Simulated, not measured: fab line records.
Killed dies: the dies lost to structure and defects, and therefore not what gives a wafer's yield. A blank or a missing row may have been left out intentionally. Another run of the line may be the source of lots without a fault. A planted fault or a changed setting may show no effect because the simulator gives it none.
Chamber matching :: flow n5_finfet :: 4 sister chambers for N5_BEOL_M10_VIA_ETCH_34 on rie_diel-01
The step etches SiCOH lowk in C4F6/O2, target depth 184.5 nm, time 69.2 s. 4 wafers are shown with their chamber, then 8 later ones without.

== EACH WAFER AND ITS CHAMBER ==
wafer: L080.3
chamber: 1
throttle_valve_pct (%): 21.14

wafer: L083.3
chamber: 3
throttle_valve_pct (%): 21.29

wafer: L087.4
chamber: 0
throttle_valve_pct (%): 20.97

wafer: L091.1
chamber: 2
throttle_valve_pct (%): 20.62

== WAFERS WHOSE CHAMBER IS MISSING ==
wafer: L091.3
throttle_valve_pct (%): 21.19

wafer: L091.6
throttle_valve_pct (%): 21.19

wafer: L097.1
throttle_valve_pct (%): 21.31

wafer: L097.2
throttle_valve_pct (%): 21.19

wafer: L097.5
throttle_valve_pct (%): 21.18

wafer: L095.4
throttle_valve_pct (%): 21.29

wafer: L095.5
throttle_valve_pct (%): 21.21

wafer: L095.6
throttle_valve_pct (%): 20.63

== THE CHAMBER EACH PASSED THROUGH ==
wafer: L091.3
from the rows above: can't be placed: 1 or 3
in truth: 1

wafer: L091.6
from the rows above: can't be placed: 1 or 3
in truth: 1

wafer: L097.1
from the rows above: 3
in truth: 3

wafer: L097.2
from the rows above: can't be placed: 1 or 3
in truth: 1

wafer: L097.5
from the rows above: can't be placed: 1 or 3
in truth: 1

wafer: L095.4
from the rows above: 3
in truth: 3

wafer: L095.5
from the rows above: can't be placed: 1 or 3
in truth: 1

wafer: L095.6
from the rows above: 2
in truth: 2
Placed correctly: 3 of 8. Can't be placed from these rows: 5 (the true chamber is among the candidates in 5). 0 placed wrongly.
How it was worked out, from the rows above alone: a wafer's distance from a chamber is the root of the sum, over the readings, of the square of ((its reading less the chamber's mean) divided by the reading's scatter). If the next closest chamber is less than 2 further off than the closest, the wafer can't be placed; otherwise it belongs to the closest. Each chamber's mean is taken over the wafers shown for it. The scatter: with one shown wafer a chamber, the root of the mean of the squares of how far each hidden wafer lies from its nearest shown one.
